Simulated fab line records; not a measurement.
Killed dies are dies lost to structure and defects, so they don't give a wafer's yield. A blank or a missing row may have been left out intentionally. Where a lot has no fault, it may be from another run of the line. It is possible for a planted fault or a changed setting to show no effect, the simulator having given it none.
Which of the tools did it? | flow nand-harc | Sampling: 12 lots, 36 wafers, 5 of 1159 route steps

== WHAT THE GAUGES READ, wafer by wafer ==
NHARC_END_SORT_01. Usual: killed-at-array 29, standard deviation 11; killed-at-other 0.5, standard deviation 0.85; killed-at-periphery 3.0, standard deviation 2.3; killed-dies 33, standard deviation 12; killed-open 3.3, standard deviation 1.9; killed-short 2.0, standard deviation 1.5.
lot  | measured     | on        | killed-at-array | killed-at-other | killed-at-periphery | killed-dies | killed-open | killed-short | flag
L479 | day 25 15:51 | prober-02 | 25 19 10        | 0 0 0           | 1 1 1               | 26 20 11    | 4 1 4       | 5 0 1        |
L484 | day 26 15:18 | prober-02 | 670 666 667     | 0 3 4           | 7 8 6               | 677 677 677 | 4 4 5       | 3 2 1        | OFF
L482 | day 26 23:06 | prober-02 | 675 677 675     | 0 0 0           | 2 0 2               | 677 677 677 | 2 1 3       | 3 2 2        | OFF
L488 | day 27 12:46 | prober-01 | 34 34 37        | 0 0 0           | 7 11 5              | 41 45 42    | 2 1 4       | 0 2 4        |
L492 | day 27 19:00 | prober-01 | 44 52 41        | 0 1 0           | 3 6 5               | 47 59 46    | 1 2 2       | 1 0 1        |
L487 | day 28 01:59 | prober-01 | 29 22 32        | 1 0 0           | 3 2 4               | 33 24 36    | 7 1 4       | 1 0 0        |
L483 | day 28 06:14 | prober-02 | 42 47 49        | 0 0 0           | 4 3 2               | 46 50 51    | 7 10 2      | 4 0 1        |
L494 | day 28 14:04 | prober-02 | 15 18 16        | 0 0 0           | 0 3 2               | 15 21 18    | 2 6 2       | 0 3 3        |
L493 | day 29 13:28 | prober-02 | 42 31 32        | 2 0 0           | 1 2 4               | 45 33 36    | 2 4 7       | 2 1 2        |

== TOOL THAT RAN EACH LOT (tool first, then ch and the chambers of the sampled wafers, then the start) ==
lot  | NHARC_A_CONTACT_ETCH_49                       | NHARC_A_CONTACT_ETCH_111             | NHARC_A_CONTACT_ETCH_115             | NHARC_A_CONTACT_ETCH_118
L474 | rie-diel-06 ch 0,1, day 19 13:06 or earlier   | har-cap-etch-02 ch 0, day 19 13:06   | har-cap-etch-02 ch 0, day 19 13:34   | har-cap-etch-02 ch 0, day 19 13:50
L473 | rie-diel-04 ch 1,2, day 19 20:16 or earlier   | har-cap-etch-03 ch 0,1, day 19 20:16 | har-cap-etch-03 ch 0,1, day 19 20:44 | har-cap-etch-03 ch 0,1, day 19 21:01
L479 | rie-diel-04 ch 1,2, day 20 10:46 or earlier   | har-cap-etch-02 ch 0,1, day 20 10:46 | har-cap-etch-02 ch 0,1, day 20 11:14 | har-cap-etch-02 ch 0,1, day 20 11:31
L476 | rie-diel-06 ch 0,1,2, day 20 17:36 or earlier | har-cap-etch-01 ch 0,1, day 20 17:36 | har-cap-etch-01 ch 0,1, day 20 18:10 | har-cap-etch-01 ch 0,1, day 20 18:31
L484 | rie-diel-04 ch 0,1, day 21 15:29 or earlier   | har-cap-etch-02 ch 0,1, day 21 15:29 | har-cap-etch-02 ch 0,1, day 21 15:58 | har-cap-etch-02 ch 0,1, day 21 16:14
L482 | rie-diel-04 ch 1,2, day 21 18:33 or earlier   | har-cap-etch-03 ch 0,1, day 21 18:33 | har-cap-etch-03 ch 0,1, day 21 19:10 | har-cap-etch-03 ch 0,1, day 21 19:26
L488 | rie-diel-06 ch 0,1,2, day 22 19:09 or earlier | har-cap-etch-01 ch 0,1, day 22 19:09 | har-cap-etch-01 ch 0,1, day 22 19:35 | har-cap-etch-01 ch 0,1, day 22 19:52
L492 | rie-diel-06 ch 0,1,3, day 22 21:44 or earlier | har-cap-etch-03 ch 0,1, day 22 21:44 | har-cap-etch-03 ch 0,1, day 22 22:11 | har-cap-etch-03 ch 0,1, day 22 22:28
L487 | rie-diel-06 ch 1,2,3, day 23 02:16 or earlier | har-cap-etch-02 ch 0,1, day 23 02:16 | har-cap-etch-02 ch 0,1, day 23 02:44 | har-cap-etch-02 ch 0,1, day 23 03:00
L483 | rie-diel-04 ch 1,2,3, day 23 11:11 or earlier | har-cap-etch-03 ch 0,1, day 23 11:11 | har-cap-etch-03 ch 0,1, day 23 11:39 | har-cap-etch-03 ch 0,1, day 23 11:55
L494 | rie-diel-05 ch 0,1, day 23 21:48 or earlier   | har-cap-etch-02 ch 0,1, day 23 21:48 | har-cap-etch-02 ch 0,1, day 23 22:16 | har-cap-etch-02 ch 0,1, day 23 22:33
L493 | rie-diel-06 ch 0,2,3, day 24 05:17 or earlier | har-cap-etch-01 ch 0,1, day 24 05:17 | har-cap-etch-01 ch 0,1, day 24 05:46 | har-cap-etch-01 ch 0,1, day 24 06:02
- NHARC_A_CONTACT_ETCH_49: etches the open film in N2/H2, target depth 260 nm, time 475.3 s.
- NHARC_A_CONTACT_ETCH_111: etches the open film in C4F8/O2/Ar, time 140 s, target depth 700 nm.
- NHARC_A_CONTACT_ETCH_115: etches the open film in C4F8/O2/Ar, time 94 s, target depth 922 nm.
- NHARC_A_CONTACT_ETCH_118: etches the open film in C4F8/O2/Ar, time 94 s, target depth 922 nm.

== AS READ BY THE TOOLS THEMSELVES (means over the sampled wafers that have a number; for cases with no such wafer, the mark the record gives instead) ==
NHARC_A_CONTACT_ETCH_49. Usual: value, then standard deviation, for each; bias-w 150.0 W / 0.44; chamber-pressure-mTorr 30.001 mTorr / 0.025; drypump-motor-current-A 5.8 A / 0.61; oes-product-au 0.997 a.u. / 0.0079; rf-vpp-V 430.9 V / 2.7; showerhead-plenum-p-Torr 2.05 Torr / 0.091; throttle-valve-pct 14.171 % / 0.0095.
lot  | tool        | bias-w (W) | chamber-pressure-mTorr (mTorr) | drypump-motor-current-A (A) | oes-product-au (a.u.) | rf-vpp-V (V) | showerhead-plenum-p-Torr (Torr) | throttle-valve-pct (%) | flag
L474 | rie-diel-06 | 150.0      | 30.016                         | 5.6                         | 0.988                 | 432.7        | 2.15                            | 14.170                 |
L473 | rie-diel-04 | 149.7      | 30.005                         | 6.1                         | 0.992                 | 431.1        | 2.05                            | 14.176                 |
L479 | rie-diel-04 | 150.3      | 29.973                         | 5.7                         | 0.998                 | 431.4        | 2.05                            | 14.169                 |
L476 | rie-diel-06 | 150.0      | 29.996                         | 5.7                         | 1.003                 | 431.1        | 2.05                            | 14.172                 |
L484 | rie-diel-04 | 149.9      | 29.998                         | 6.1                         | 0.996                 | 428.8        | 1.97                            | 14.167                 |
L482 | rie-diel-04 | 150.0      | 30.028                         | 5.7                         | 0.992                 | 430.5        | 2.05                            | 14.164                 |
L488 | rie-diel-06 | 150.4      | 29.991                         | 5.7                         | 0.997                 | 431.1        | 2.05                            | 14.172                 |
L492 | rie-diel-06 | 149.6      | 29.998                         | 5.9                         | 0.996                 | 432.4        | 2.12                            | 14.165                 |
L487 | rie-diel-06 | 149.6      | 29.989                         | 5.4                         | 1.001                 | 430.6        | 2.07                            | 14.164                 |
L483 | rie-diel-04 | 149.9      | 30.016                         | 5.7                         | 0.994                 | 431.4        | 2.08                            | 14.172                 |
L494 | rie-diel-05 | 150.2      | 29.984                         | 5.6                         | 0.995                 | 430.1        | 2.00                            | 14.163                 |
L493 | rie-diel-06 | 149.6      | 29.982                         | 6.0                         | 0.992                 | 430.7        | 2.04                            | 14.174                 |

NHARC_A_CONTACT_ETCH_111. Usual: chamber-pressure-mTorr 19.999 mTorr, standard deviation 0.02; oes-air-line-au 0.998 a.u., standard deviation 0.019.
lot  | tool            | chamber-pressure-mTorr (mTorr) | oes-air-line-au (a.u.) | flag
L474 | har-cap-etch-02 | 20.013                         | 0.999                  |
L473 | har-cap-etch-03 | 20.024                         | 1.023                  |
L479 | har-cap-etch-02 | 20.004                         | 0.984                  |
L476 | har-cap-etch-01 | 20.012                         | 1.008                  |
L484 | har-cap-etch-02 | 19.995                         | 0.997                  |
L482 | har-cap-etch-03 | 20.009                         | 1.001                  |
L488 | har-cap-etch-01 | 19.998                         | 0.999                  |
L492 | har-cap-etch-03 | 19.995                         | 1.000                  |
L487 | har-cap-etch-02 | 19.978                         | 1.003                  |
L483 | har-cap-etch-03 | 20.003                         | 1.009                  |
L494 | har-cap-etch-02 | 19.968                         | 0.996                  |
L493 | har-cap-etch-01 | 19.987                         | 1.014                  |

NHARC_A_CONTACT_ETCH_115. Usual: chamber-pressure-mTorr 20.001 mTorr, standard deviation 0.018; oes-air-line-au 1.004 a.u., standard deviation 0.02.
lot  | tool            | chamber-pressure-mTorr (mTorr) | oes-air-line-au (a.u.) | flag
L474 | har-cap-etch-02 | 19.989                         | 1.032                  |
L473 | har-cap-etch-03 | 20.015                         | 1.011                  |
L479 | har-cap-etch-02 | 19.989                         | 1.008                  |
L476 | har-cap-etch-01 | 20.019                         | 1.002                  |
L484 | har-cap-etch-02 | 19.990                         | 0.995                  |
L482 | har-cap-etch-03 | 20.003                         | 1.001                  |
L488 | har-cap-etch-01 | 19.994                         | 1.014                  |
L492 | har-cap-etch-03 | 20.007                         | 1.003                  |
L487 | har-cap-etch-02 | 20.011                         | 1.002                  |
L483 | har-cap-etch-03 | 20.004                         | 1.007                  |
L494 | har-cap-etch-02 | 20.035                         | 1.012                  |
L493 | har-cap-etch-01 | 19.996                         | 1.006                  |

NHARC_A_CONTACT_ETCH_118. Usual: chamber-pressure-mTorr 19.999 mTorr, standard deviation 0.019; oes-air-line-au 1.000 a.u., standard deviation 0.021.
lot  | tool            | chamber-pressure-mTorr (mTorr) | oes-air-line-au (a.u.) | flag
L474 | har-cap-etch-02 | 19.991                         | 0.993                  |
L473 | har-cap-etch-03 | 19.999                         | 1.002                  |
L479 | har-cap-etch-02 | 19.984                         | 0.999                  |
L476 | har-cap-etch-01 | 20.004                         | 0.993                  |
L484 | har-cap-etch-02 | -                              | -                      | OFF
L482 | har-cap-etch-03 | -                              | -                      | OFF
L488 | har-cap-etch-01 | 20.003                         | 0.984                  |
L492 | har-cap-etch-03 | 19.984                         | 1.007                  |
L487 | har-cap-etch-02 | 19.995                         | 1.011                  |
L483 | har-cap-etch-03 | 20.000                         | 1.011                  |
L494 | har-cap-etch-02 | 20.016                         | 0.992                  |
L493 | har-cap-etch-01 | 19.999                         | 0.991                  |

== THE ANSWER, worked out from the rows above alone ==
Rule: a lot is off if the mean of its wafers that have a number lies more than 3 standard deviations from the usual mean. Also off: a lot with no number at a reading for which 4 or more lots have one. Any other lot the step has rows for is counted as sound. Order of review: gauges by route order, followed by the tools' own readings, for which a lot's mean as printed above is used. The first step at which some lot is off is used, and at that step the reading that is off furthest; a lot without a number counts as furthest.
Off, at NHARC_END_SORT_01 on killed-at-array: L484, L482. Neither off nor sound, because the step has no rows for them: L474, L473, L476.
A tool fits if, at a process step before that reading, it ran every lot that is off, and no sound lot after the first of them. Not tried: the gauges at NHARC_END_SORT_01; whatever is off there is also off at NHARC_A_CONTACT_ETCH_118, on other tools, and gauge error can't account for it. NHARC_A_CONTACT_ETCH_49: start missing for some lots; hours and lot order therefore follow NHARC_A_CONTACT_ETCH_111. Not one of the candidates tried fits.

== WHAT THE SIMULATOR PUT IN ==
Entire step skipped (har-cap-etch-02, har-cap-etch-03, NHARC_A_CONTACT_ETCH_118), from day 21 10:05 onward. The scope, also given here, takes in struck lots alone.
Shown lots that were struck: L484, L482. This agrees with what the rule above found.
